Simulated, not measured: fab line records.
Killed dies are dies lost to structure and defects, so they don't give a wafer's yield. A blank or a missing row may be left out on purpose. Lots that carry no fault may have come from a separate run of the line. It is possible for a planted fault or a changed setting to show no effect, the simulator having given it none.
fab line records ; flow nandHarc
record: lots: 6; wafers: 18; lastDay: 33
route steps=1302 shown A_STAIRCASE@663 END@1302
lots that met no fault: from a run of the same line without faults
startH: start of the lot's first displayed wafer, in hours after the record's first day ; waitH: hours elapsed since this lot's preceding step ; " the same as in the row above ; L1.1+2: several wafers, shown together as one row ; - either no value or no given start ; * or withheld: withheld ; < > ~ a bound
route shown NAME@n: NAME is a module with steps in the file, n the number in the route of the first one ; usual: the fault-free wafers' mean and standard deviation ; same: alike in all rows ; chamber/n: place in a boat ; sites: each site's reading ; _std_site: standard deviation of those values ; _edge_site: mean of outer sites minus mean of inner sites ; radiusMm: for every site, how far away it sits from the centre of the wafer ; mask NAME#n: copy n ; behind: the last tool/chamber to shape the wafer ; hold: the reason the lot was held/the length of the hold in hours/how it ended ; device: transistor that didn't switch, given as n, p or np ; end of line: the route-end tests of the same wafers ; a step with no rows: only its recipe ; killed: dies lost to structure and defects at the first sort, not the wafer's yield ; map: shows each die of a wafer: x if killed, . if not, _ if none is there
set.NAME: setting as actually run; set.NAME@STEP: the setting as run at that earlier step ; model.NAME: the simulator's own value behind a step, which no gauge read
lots seen at some steps along the route; tables by step, rows by wafer
services: the hour from which a tool's chamber was out of use, counted from the record's first day as startH (under 0 if before that day), plus the number of hours and why
== steps ==
step: NHARC_A_STAIRCASE_PEB_07
recipe: pebTempC: 115; pebTimeS: 130
step: NHARC_A_STAIRCASE_DEVELOP_08
recipe: timeS: 140
step: NHARC_A_STAIRCASE_HARDBAKE_10
recipe: tempC: 120; timeS: 140
step: NHARC_A_STAIRCASE_DESCUM_11
recipe: timeS: 3; o2FlowSccm: 200; arFlowSccm: 0; biasPowerW: 0; chemistry: O2
step: NHARC_A_STAIRCASE_TRIM_12
recipe: timeS: 211.2; o2FlowSccm: 500; arFlowSccm: 0; biasW: 0; chemistry: O2
usual: drypumpMotorCurrentA: 6.0/0.37; oesProductAu: 0.999/0.0086; rfVppV: 57.7/0.97; showerheadPlenumPTorr: 3.51/0.11; throttleValvePct: 17.036/0.0094
lot.wafer;tool;chamber;startH;waitH;drypumpMotorCurrentA;oesProductAu;rfHoursCounterH;rfVppV;showerheadPlenumPTorr;throttleValvePct
L592.2;rieDiel-07;2;351.05;0.1;5.7;0.995;13;58.2;3.34;17.038
L592.3;rieDiel-07;3;351.05;0.1;5.9;1.019;12;58.7;3.66;17.058
L592.1;rieDiel-07;0;351.05;0.1;5.2;0.999;14;56.8;3.50;17.045
L598.4;rieDiel-01;2;402.75;0.1;6.0;0.999;3;59.2;3.42;17.025
L598.6;rieDiel-01;1;402.75;0.1;6.5;1.002;-;57.3;3.44;17.033
L598.5;rieDiel-01;2;402.75;0.1;6.0;0.999;-;57.5;3.42;17.032
L608.1;rieDiel-07;3;510.04;0.1;5.9;1.000;9;60.3;3.63;17.050
L608.2;rieDiel-07;0;510.04;0.1;5.2;0.993;8;59.2;3.47;17.034
L608.5;rieDiel-07;2;510.04;0.1;5.7;0.996;-;56.8;3.31;17.060
L611.2;rieDiel-07;1;541.88;0.1;6.0;0.992;19;56.7;3.48;17.043
L611.1;rieDiel-07;2;541.88;0.1;5.6;1.006;21;57.8;3.31;17.046
L611.3;rieDiel-07;3;541.88;0.1;5.9;1.010;20;58.7;3.62;17.047
L614.3;rieDiel-01;0;575.50;0.1;5.7;0.993;1;57.7;3.50;17.036
L614.4;rieDiel-01;1;575.50;0.1;6.5;1.012;1;58.8;3.41;17.031
L614.1;rieDiel-01;2;575.50;0.1;6.0;1.000;1;56.0;3.39;17.038
L615.1;rieDiel-03;0;575.72;0.1;6.2;1.009;38;58.4;3.46;17.033
L615.4;rieDiel-03;2;575.72;0.1;6.0;1.009;35;57.5;3.70;17.035
L615.6;rieDiel-03;1;575.72;0.1;6.3;0.995;-;56.8;3.43;17.043
step: NHARC_A_STAIRCASE_ETCH_13
recipe: targetDepthA: 1000; timeS: 40.5; ionEnergyEv: 400; c4f8FlowSccm: 20; o2FlowSccm: 10; arFlowSccm: withheld; rfW: 600; biasW: 1000; chemistry: C4F8/O2
step: NHARC_A_STAIRCASE_TRIM_14
recipe: timeS: 211.2; o2FlowSccm: 500; arFlowSccm: 0; biasW: 0; chemistry: O2
usual: drypumpMotorCurrentA: 6.0/0.37; oesProductAu: 0.999/0.0093; rfVppV: 57.7/0.92; showerheadPlenumPTorr: 3.51/0.11; throttleValvePct: 17.037/0.0083
lot.wafer;tool;chamber;startH;waitH;drypumpMotorCurrentA;oesProductAu;rfHoursCounterH;rfVppV;showerheadPlenumPTorr;throttleValvePct
L592.3;rieDiel-07;0;-;-;5.1;0.986;15;56.2;3.50;17.024
L592.1;rieDiel-07;1;-;-;6.1;0.987;15;57.7;3.51;17.045
L592.2;rieDiel-07;2;-;-;5.7;0.996;13;56.4;3.34;17.044
L598.4;rieDiel-01;1;-;-;6.5;0.991;3;57.4;3.44;17.034
L598.6;rieDiel-01;0;-;-;5.7;0.988;-;57.7;3.53;17.038
L598.5;rieDiel-01;1;-;-;6.5;1.001;-;58.3;3.44;17.047
L608.1;rieDiel-07;1;-;-;6.0;0.991;8;58.5;3.49;17.021
L608.2;rieDiel-07;0;-;-;5.1;0.991;9;57.2;3.47;17.012
L608.5;rieDiel-07;2;-;-;5.7;0.994;-;58.2;3.31;17.045
L611.2;rieDiel-07;2;-;-;5.7;1.010;21;54.9;3.31;17.027
L611.1;rieDiel-07;3;-;-;5.9;1.016;21;57.9;3.62;17.041
L611.3;rieDiel-07;0;-;-;5.1;0.988;19;57.1;3.47;17.051
L614.1;rieDiel-01;3;-;-;6.5;1.007;1;57.3;3.51;17.046
L614.3;rieDiel-01;0;-;-;5.7;0.993;1;57.4;3.50;17.038
L614.4;rieDiel-01;2;-;-;6.0;0.996;1;58.0;3.39;17.044
L615.1;rieDiel-03;2;-;-;6.0;1.000;35;57.4;3.70;17.027
L615.4;rieDiel-03;3;-;-;6.2;0.990;32;58.4;3.64;17.048
L615.6;rieDiel-03;2;-;-;6.0;1.008;-;59.8;3.70;17.033
step: NHARC_A_STAIRCASE_ETCH_15
recipe: targetDepthA: 1000; timeS: 40.5; ionEnergyEv: 400; c4f8FlowSccm: 20; o2FlowSccm: 10; arFlowSccm: withheld; rfW: 600; biasW: 1000; chemistry: C4F8/O2
usual: oesProductAu: 0.943/0.011; rfVppV: 895/4.1
lot.wafer;tool;chamber;startH;waitH;oesProductAu;rfHoursCounterH;rfVppV
L592.1;rieDiel-07;1;-;-;0.942;15;895
L592.2;rieDiel-07;2;-;-;0.952;13;888
L592.3;rieDiel-07;0;-;-;0.945;15;895
L598.4;rieDiel-01;2;-;-;0.960;3;891
L598.6;rieDiel-01;2;-;-;0.959;-;892
L598.5;rieDiel-01;3;-;-;0.962;-;896
L608.1;rieDiel-07;2;-;-;0.952;9;889
L608.2;rieDiel-07;3;-;-;0.921;10;900
L608.5;rieDiel-07;1;-;-;0.928;-;894
L611.1;rieDiel-07;3;-;-;0.940;21;899
L611.3;rieDiel-07;0;-;-;0.938;19;893
L611.2;rieDiel-07;1;-;-;0.934;20;895
L614.3;rieDiel-01;1;-;-;0.965;1;892
L614.1;rieDiel-01;2;-;-;0.955;1;891
L614.4;rieDiel-01;3;-;-;0.940;1;894
L615.4;rieDiel-03;0;-;-;0.952;38;894
L615.1;rieDiel-03;2;-;-;0.939;35;904
L615.6;rieDiel-03;3;-;-;0.935;-;900
step: NHARC_A_STAIRCASE_TRIM_16
recipe: timeS: 211.2; o2FlowSccm: 500; arFlowSccm: 0; biasW: 0; chemistry: O2
usual: drypumpMotorCurrentA: 6.0/0.38; oesProductAu: 1.001/0.0089; rfVppV: 57.7/0.92; showerheadPlenumPTorr: 3.51/0.11; throttleValvePct: 17.036/0.0099
lot.wafer;tool;chamber;startH;waitH;drypumpMotorCurrentA;oesProductAu;rfHoursCounterH;rfVppV;showerheadPlenumPTorr;throttleValvePct
L592.3;rieDiel-07;2;-;-;5.7;0.997;13;56.8;3.34;17.043
L592.2;rieDiel-07;3;-;-;5.9;1.012;13;58.8;3.66;17.040
L592.1;rieDiel-07;0;-;-;5.1;0.991;15;57.6;3.50;17.028
L598.4;rieDiel-01;1;-;-;6.5;0.987;3;58.8;3.44;17.034
L598.5;rieDiel-01;1;-;-;6.5;0.998;-;57.3;3.44;17.026
L598.6;rieDiel-01;2;-;-;6.0;0.995;-;57.0;3.42;17.050
L608.1;rieDiel-07;1;-;-;6.0;1.000;8;57.9;3.49;17.033
L608.2;rieDiel-07;3;-;-;5.9;1.001;10;57.5;3.63;17.022
L608.5;rieDiel-07;1;-;-;6.0;0.997;-;58.1;3.49;17.033
L611.1;rieDiel-07;3;-;-;5.9;1.010;21;58.2;3.62;17.026
L611.3;rieDiel-07;0;-;-;5.1;0.997;19;58.5;3.47;17.048
L611.2;rieDiel-07;1;-;-;6.0;1.003;20;57.6;3.48;17.046
L614.1;rieDiel-01;0;-;-;5.6;0.996;1;55.0;3.50;17.036
L614.4;rieDiel-01;2;-;-;6.0;1.014;1;56.8;3.39;17.021
L614.3;rieDiel-01;3;-;-;6.5;1.006;1;56.2;3.51;17.027
L615.4;rieDiel-03;0;-;-;6.1;1.011;38;57.1;3.46;17.041
L615.1;rieDiel-03;1;-;-;6.3;0.987;40;56.0;3.43;17.051
L615.6;rieDiel-03;3;-;-;6.2;0.989;-;58.4;3.64;17.036
step: NHARC_A_STAIRCASE_ETCH_17
recipe: targetDepthA: 1000; timeS: 40.5; ionEnergyEv: 400; c4f8FlowSccm: 20; o2FlowSccm: 10; arFlowSccm: withheld; rfW: 600; biasW: 1000; chemistry: C4F8/O2
usual: oesProductAu: 0.943/0.011; rfVppV: 895/3.9
lot.wafer;tool;chamber;startH;waitH;oesProductAu;rfHoursCounterH;rfVppV
L592.3;rieDiel-07;2;-;-;0.952;13;889
L592.2;rieDiel-07;3;-;-;0.970;13;900
L592.1;rieDiel-07;1;-;-;0.939;15;896
L598.4;rieDiel-01;3;-;-;0.949;3;896
L598.6;rieDiel-01;0;-;-;0.937;-;897
L598.5;rieDiel-01;1;-;-;0.936;-;895
L608.1;rieDiel-07;3;-;-;0.959;10;899
L608.2;rieDiel-07;1;-;-;0.945;8;895
L608.5;rieDiel-07;0;-;-;0.949;-;893
L611.2;rieDiel-07;0;-;-;0.928;19;893
L611.3;rieDiel-07;1;-;-;0.925;20;894
L611.1;rieDiel-07;3;-;-;0.940;21;901
L614.4;rieDiel-01;2;-;-;0.957;1;889
L614.3;rieDiel-01;3;-;-;0.944;1;894
L614.1;rieDiel-01;0;-;-;0.943;1;896
L615.4;rieDiel-03;1;-;-;0.921;40;893
L615.1;rieDiel-03;2;-;-;0.949;35;902
L615.6;rieDiel-03;0;-;-;0.958;-;895
step: NHARC_A_STAIRCASE_TRIM_18
recipe: timeS: 211.2; o2FlowSccm: 500; arFlowSccm: 0; biasW: 0; chemistry: O2
step: NHARC_A_STAIRCASE_ETCH_19
recipe: targetDepthA: 1000; timeS: 40.5; ionEnergyEv: 400; c4f8FlowSccm: 20; o2FlowSccm: 10; arFlowSccm: withheld; rfW: 600; biasW: 1000; chemistry: C4F8/O2
usual: oesProductAu: 0.941/0.01; rfVppV: 895/4
lot.wafer;tool;chamber;startH;waitH;oesProductAu;rfHoursCounterH;rfVppV
L592.3;rieDiel-07;3;352.38;-;0.947;13;901
L592.2;rieDiel-07;0;352.38;-;0.913;15;896
L592.1;rieDiel-07;2;352.38;-;0.930;14;889
L598.4;rieDiel-01;0;403.59;-;0.949;3;895
L598.6;rieDiel-01;2;403.59;-;0.941;-;894
L598.5;rieDiel-01;3;403.59;-;0.943;-;896
L608.1;rieDiel-07;3;510.92;-;1.108;10;900
L608.2;rieDiel-07;1;510.92;-;0.935;8;895
L608.5;rieDiel-07;3;510.92;-;0.961;-;899
L611.2;rieDiel-07;0;542.89;-;0.931;20;892
L611.1;rieDiel-07;1;542.89;-;1.066;20;895
L611.3;rieDiel-07;2;542.89;-;1.077;22;887
L614.3;rieDiel-01;0;576.35;-;0.943;1;896
L614.4;rieDiel-01;1;576.35;-;0.948;1;891
L614.1;rieDiel-01;2;576.35;-;0.946;1;891
L615.4;rieDiel-03;0;576.60;-;0.943;38;895
L615.1;rieDiel-03;3;576.60;-;0.937;32;900
L615.6;rieDiel-03;1;576.60;-;0.938;-;893
step: NHARC_END_SORT_01
recipe: tempC: 25
usual: killedAtArray: 54/21; killedAtOther: 1.0/1.2; killedAtPeriphery: 3.6/2.6; killedDies: 58/20; killedOpen: 3.3/1.9; killedShort: 2.6/1.5
same: grossDies: 677
lot.wafer;tool;chamber;startH;waitH;killedAtArray;killedAtOther;killedAtPeriphery;killedDies;killedOpen;killedShort
L608.1;prober-02;0;714.25;2.5;544;1;8;553;2;1
L611.1;prober-01;0;762.76;2.4;562;0;4;566;2;4
L611.3;prober-01;0;764.34;3.0;518;0;4;522;0;3
killed by level:class
L608.1 A_STAIRCASE:areaEtch=479 A_CHANNEL_HOLE_D1:chamberFilmFlake=29 A_CHANNEL_HOLE_D2:chamberFilmFlake=16 P_STI:chamberFilmFlake=5 A_CONTACT:chamberFilmFlake=5 A_SLIT:chamberFilmFlake=4 A_BLC:chamberFilmFlake=4 P_CONTACT:chamberFilmFlake=3
L611.1 A_STAIRCASE:areaEtch=498 A_CHANNEL_HOLE_D1:chamberFilmFlake=25 A_CHANNEL_HOLE_D2:chamberFilmFlake=25 A_M1:chamberFilmFlake=5 A_SLIT:chamberFilmFlake=2 P_ZERO_WELL:chamberFilmFlake=2 P_GATE:geometricParticle:open=1 P_M0:geometricParticle:short=1
L611.3 A_STAIRCASE:areaEtch=436 A_CHANNEL_HOLE_D1:chamberFilmFlake=39 A_CHANNEL_HOLE_D2:chamberFilmFlake=24 A_SLIT:chamberFilmFlake=7 P_GATE:chamberFilmFlake=3 A_M1:chamberFilmFlake=2 A_WL_FILL:chamberFilmFlake=2 A_CHANNEL_FILL_D1:geometricParticle:short=1
map L608.1 (x killed, . not)
____________.____________
_________.x..x.._________
_______.x.xx..x..._______
______x.xxxxx....x.______
_____xx.xxxxxxxx.x.._____
____xxx..xxxxx.x.x...____
____xxxxxxxxxxxxxx..x____
___x.xxxxxxxxxxxxxxx..___
___.xxxxxxxxxxxxxxxx..___
__.xxxxxxxxxxxxxxxxx...__
__xxxxxxxxxxxxxxxxxxxx.__
_xxxxxxxxxxxxxxxxxxxxx.._
_xxxxxxxxxxxxxxxxxxxxx.._
_.xxxxxxxxxxxxxxxxxxxxx._
_xxxxxxxxxxxxxxxxxxxx..._
_xxxxxxxxxxxxxxxxxxxx.x._
xxxxxxxxxxxxxxxxxxxxxx...
x.xxxxxxxxxxxxxxxxxxxxx..
x.xxxxxxxxxxxxxxxxxxxx.x.
..xxxxxxxxxxxxxxxxxxx..x.
..xxxxxxxxxxxxxxxxxxxxx..
_xxxxxxxxxxxxxxxxxxxx..._
_xxxxxxxxxxxxxxxxxxxxxx._
_xxxxxxxxxxxxxxxxxx.x..._
_.xxxxxxxxxxxxxxxxxxxxx._
_xxxxxxxxxxxxxxxxxxxxx.._
__.xxxxxxxxxxxxxxxx.xx.__
__.xxxxxxxxxxxxxxxxx.x.__
___xxxxxxxxxxxxxxxx...___
___xxxxxxxxxxxxxxxxx..___
____.xxxxxxxxxxxxx.xx____
____.xxxxxxxxxxxxx.x.____
_____.xxxxxxxx.x.x.._____
______.x.xx..xxxx..______
_______..xxxx....x_______
_________x......_________
____________.____________
map L611.1 (x killed, . not)
____________.____________
_________.xxxx.._________
_______xxxxxxxxx.x_______
______xxxxxxxx.xx.x______
_____xxxxxxxxxxxxxxx_____
____xxxxxxxxxx.xxxxxx____
____xxxxxxxxxxxxxxxx.____
___xxxxxxxxxxxxxxxxx.x___
___xxxxxxxxxxxxxxxxx.x___
__xxxxxxxxxxxxxxxxxxxx.__
__xxxxxxxxxxxxxxxxxx..x__
_..xxxxxxxxxxxxxxxx.xxx._
_xxxxxxxxxxxxxxxxxxxxx.x_
_xxxxxxxxxxxxxxxxx.xxx.._
_xxxxxxxxxxxxxxxxxxxxx.._
_xxxxxxxxxxxxxxxxxxxxxxx_
xxxxxxxxxxxxxxxxxxxxxx...
xxxxxxxxxxxxxxxxxxxxxx.xx
xxxxxxxxxxxxxxxxxxxxx....
xxxxxxxxxxxxxxxxxxxxxxxx.
.xxxxxxxxxxxxxxxxxxxxxxx.
_xx.xxxxxxxxxxxxxxxxx.xx_
_.xxxxxxxxxxxxxxxxxxx..x_
_xxxxxxxxxxxxxxxxxxxxxx._
_xxxxxxxxxxxxxxxxxxxxxxx_
_..xxxxxxxxxxxxxxxxx...._
__xxxxxxxxxxxxxxxxx....__
__..xxxxxxxxxxxxx.x.x..__
___...xxxxxxxxx.xxxxx.___
___xxxx.xxxxxxxxxx.xxx___
____xxxxxxx.xx..xxx..____
____.xxx..xxxx.......____
_____x..x.xxx..x...._____
______x..x.x..x....______
_______.xxx...xx.._______
_________......._________
____________.____________
== services ==
tool;chamber;startH;hours;kind
rieDiel-07;0;327.72;-;clean
rieDiel-07;1;327.72;-;clean
rieDiel-07;2;327.72;-;clean
rieDiel-07;3;327.72;-;clean
rieDiel-01;1;332.89;7.1;repair
rieDiel-07;3;341.56;4.2;repair
rieDiel-03;-;344.08;1.1;repair
rieDiel-07;0;352.22;-;clean
rieDiel-07;1;352.22;-;clean
rieDiel-07;2;352.22;-;clean
rieDiel-07;3;352.22;-;clean
rieDiel-07;0;376.72;-;clean
rieDiel-07;1;376.72;-;clean
rieDiel-07;2;376.72;-;clean
rieDiel-07;3;376.72;-;clean
rieDiel-01;-;385.22;9.0;pm
rieDiel-07;0;401.24;-;clean
rieDiel-07;1;401.24;-;clean
rieDiel-03;3;412.11;5.2;repair
rieDiel-03;-;458.41;9.0;pm
rieDiel-07;1;464.75;7.1;repair
rieDiel-07;-;472.80;9.0;pm
rieDiel-03;3;497.25;12.1;repair
rieDiel-01;-;562.26;9.0;pm
== key ==
firstSign: step: NHARC_A_STAIRCASE_ETCH_19; reading: oesProductAu; direction: up; sigmas: 14; usual: 0.941; struck: 1.084
effect: step: NHARC_END_SORT_01; reading: killedDies; direction: up; sigmas: 24; usual: 58; struck: 547
moreKillsBornAt: NHARC_A_STAIRCASE_ETCH_19@rieDiel-07: 1413
metAt NHARC_A_STAIRCASE_ETCH_19
struckWafers L608.1,L611.1,L611.3
laterRowsLeftOut L608.1,L611.1,L611.3
testerLeftOut L608,L611
onsetBetween 352.38 510.92
fault: kind: processParameterDrift; tool: rieDiel-07; chamber: -; onsetH: 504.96; steps: NHARC_A_STAIRCASE_ETCH_19; channel: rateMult; offset: 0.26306; shape: step; endH: 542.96; scope: struckWafersOnly
testerLeftOut: of these lots the tester's yield and bins aren't shown, on N5 and GAA mostly nor the transistor test; their killed dies are dies lost to structure and defects alone, not to doping, threshold or leakage, so they don't give the yield
laterRowsLeftOut: the simulator's readings of these wafers behind a module that went badly wrong aren't trusted and aren't shown, but for the sort
